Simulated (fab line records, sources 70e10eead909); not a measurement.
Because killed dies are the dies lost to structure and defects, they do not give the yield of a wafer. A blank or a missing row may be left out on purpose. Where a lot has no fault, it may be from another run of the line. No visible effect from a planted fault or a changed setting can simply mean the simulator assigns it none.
Struck lot and sound lot, side by side | flow nandHarc | 16 steps out of a route of 1302
Sound: wafers L266.1, L266.3, L266.4. Struck: wafers L285.2, L285.5 (left out: L285.6, a lot-mate that was not struck); the cause follows at the end.
Order at every step that has rows: each side's tool, ch and its chambers, its first start. Under that, the readings that differ: sound wafers | struck wafers | difference of the means | sigmas: that difference in standard deviations of wafers without a fault.
alike: readings whose means differ by less than 2 such deviations, and words and numbers that are the same on both sides. not compared: withheld readings, readings that some wafer has no value for, bounds like >300 that may hide the same value, and numbers for which the record gives no deviation and whose values overlap.
Wherever a step has rows on one side only, a row that says differs or no value, or a row with sigmas, the two part there. Numbers that have no deviation but don't overlap get no sigmas and don't part them. A reading that every wafer of one side lacks parts them only if that side has two wafers or more.

NHARC_THIN_TSV_DEP_43: deposits SiO2, target thk 1328.5 nm.
  sound on pecvd-01 ch 0,2, day 25 10:47; struck on pecvd-02 ch 0,1, day 32 11:56
  alike: chamberPressureTorr, throttleValvePct
then, 8 steps without rows for these wafers: NHARC_THIN_TSV_DEHYDRATE_04 (time 120 s); NHARC_THIN_TSV_HMDS_05 (time 30 s); NHARC_THIN_TSV_COAT_06; NHARC_THIN_TSV_SOFTBAKE_07 (time 95 s); NHARC_THIN_TSV_EBR_08; NHARC_THIN_TSV_EXPOSE_09 (exposes mask TSV); NHARC_THIN_TSV_PEB_10 (peb time 85 s); NHARC_THIN_TSV_DEVELOP_11 (time 70 s).
NHARC_THIN_TSV_CD_MEAS_12: target cd 1000 nm.
  sound on cdSem-02 ch 0, day 25 11:29; struck on cdSem-02 ch 0, day 32 12:37
  alike: cdNm
then, 1 step without rows for these wafers: NHARC_THIN_TSV_HARDBAKE_13 (time 80 s).
NHARC_THIN_TSV_DESCUM_14: chemistry O2, time 3 s.
  sound on rieDiel-10 ch 0,1,2, day 25 11:39; struck on rieDiel-11 ch 0,2, day 32 12:47
  alike: drypumpMotorCurrentA, oesProductAu, rfVppV, showerheadPlenumPTorr, throttleValvePct
  not compared: rfHoursCounterH
NHARC_THIN_TSV_ETCH_44: etches the open film in CF4/O2, target depth 1594.2 nm, time 797.1 s.
  sound on rieDiel-10 ch 0,1,2, day 25 11:44; struck on rieDiel-11 ch 0, day 32 12:51
reading             | sound             | struck      | difference | sigmas
oesProductAu (a.u.) | 1.002 1.012 0.996 | 0.744 0.751 | -0.256     | -29
rfFwdPowerW (W)     | 299.8 299.8 300.2 | 181.4 181.5 | -118.5     | -99 or more
  alike: drypumpMotorCurrentA, rfVppV, showerheadPlenumPTorr, throttleValvePct
  not compared: rfHoursCounterH
NHARC_THIN_TSV_ETCH_15: target depth 3000 nm, bosch target overetch cycles 2, bosch etch step 2.8 s.
  sound on rieSi-05 ch 0,2,3, day 25 12:19; struck on rieSi-06 ch 2, day 32 13:26
  alike: drypumpMotorCurrentA, heBacksideLeakSccm
  not compared: rfHoursCounterH
NHARC_THIN_TSV_CD_MEAS_16:
  struck on cdSem-01, day 32 13:34; sound on cdSem-01, day 25 12:28
reading   | sound                | struck        | difference | sigmas
cdNm (nm) | 1000.3 1001.1 1001.8 | 1007.3 1006.5 | +5.8       | +4
NHARC_THIN_TSV_STRIP_45: strips in O2.
  sound on plasmaAsher-01 ch 0,1, day 25 12:32; struck on plasmaAsher-01 ch 0, day 32 13:41
  alike: drypumpMotorCurrentA, heaterPowerW
  not compared: rfHoursCounterH

## WHERE THEY PART
Earliest at NHARC_THIN_TSV_ETCH_44; latest, in this record, at NHARC_THIN_TSV_CD_MEAS_16. Later steps at which nothing parts them and some readings are alike: NHARC_THIN_TSV_STRIP_45.

WHY: what the simulator had put in
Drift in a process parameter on rieDiel-11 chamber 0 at NHARC_THIN_TSV_ETCH_44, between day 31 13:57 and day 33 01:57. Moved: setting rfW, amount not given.
